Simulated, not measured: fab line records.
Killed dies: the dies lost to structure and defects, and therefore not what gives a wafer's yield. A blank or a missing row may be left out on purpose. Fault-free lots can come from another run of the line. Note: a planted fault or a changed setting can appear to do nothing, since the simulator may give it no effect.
What tool caused it? -- flow nand harc -- 6 lots with 18 wafers sampled at 5 steps, on a route of 1302 steps

WHAT THE GAUGES READ, wafer by wafer
NHARC_END_SORT_01.
lot,measured,on,killed at array
L669,day 28 12:04,prober-02,19 29 22
L676,day 31 19:50,prober-01,55 50 49
L678,day 31 20:42,prober-02,51 66 33
L681,day 34 23:04,prober-01,25 27 18

EACH LOT AND THE TOOL THAT RAN IT (in order: tool; ch and the chambers of the sampled wafers; start)
lot,NHARC_A_CHANNEL_HOLE_D1_ETCH_26,NHARC_A_CHANNEL_FILL_D1_ALD_14,NHARC_A_CHANNEL_FILL_D1_ALD_15,NHARC_A_CHANNEL_FILL_D1_STRIP_28
L662,"har etch-02 ch 0,1, day 9 21:16","ald hk-03 ch 0,2,3, day 10 07:38","ald sin batch-01 ch 0, day 10 10:46","rie diel-07 ch 0,1,3, day 11 00:59"
L664,"har etch-01 ch 0,1, day 10 21:48","ald hk-02 ch 1,2,3, day 11 06:10","ald sin batch-03 ch 0, day 11 09:13","rie diel-07 ch 0,2,3, day 11 23:16"
L669,"har etch-01 ch 0,1, day 12 21:05","ald hk-04 ch 1,2, day 13 06:14","ald sin batch-03 ch 0, day 13 09:22","rie diel-08 ch 0,2, day 13 23:29"
L676,"har etch-01 ch 0, day 16 00:45","ald hk-02 ch 2,3, day 16 09:53","ald sin batch-02 ch 0, day 16 12:59","rie diel-07 ch 1,2,3, day 17 04:34"
L678,"har etch-01 ch 0,1, day 16 09:13","ald hk-04 ch 0,1,3, day 16 18:20","ald sin batch-02 ch 0, day 16 21:28","rie diel-01 ch 0,2, day 17 11:38"
L681,"har etch-02 ch 0,1, day 18 03:59","ald hk-02 ch 0,1,3, day 18 13:13","ald sin batch-02 ch 0, day 18 16:20","rie diel-07 ch 1,2, day 19 06:41"
- NHARC_A_CHANNEL_HOLE_D1_ETCH_26: etches the open film in C4F8/O2/Ar, time 224.1 s, target depth 300 nm.
- NHARC_A_CHANNEL_FILL_D1_ALD_14: deposits SiO2, target thk 2.5 nm, pulse time 10 s, ald cycles 25.
- NHARC_A_CHANNEL_FILL_D1_ALD_15: deposits SiNx, target thk 2 nm, pulse time 60 s, ald cycles 19.
- NHARC_A_CHANNEL_FILL_D1_STRIP_28: strips in O2, time 20 s.

THE ANSWER, worked out from the rows above alone
Rule: the lots themselves supply what counts as usual. Put in order of their means at a reading, lots are off if they are a third of the lots or fewer, leave a main group of 4 or more, and stand apart from it by a gap of 3 or more times the standard deviation of the main group's means; of several such gaps the widest counts. The tables above print the reading to a certain number of digits; a main group whose means all agree to those digits is not used. A lot without any number at a reading at which 4 lots or more have one is off too. All remaining lots with rows at the step are treated as sound.
Across all readings shown, no lot is off: no conclusion can be drawn from this.

WHAT THE SIMULATOR PUT IN
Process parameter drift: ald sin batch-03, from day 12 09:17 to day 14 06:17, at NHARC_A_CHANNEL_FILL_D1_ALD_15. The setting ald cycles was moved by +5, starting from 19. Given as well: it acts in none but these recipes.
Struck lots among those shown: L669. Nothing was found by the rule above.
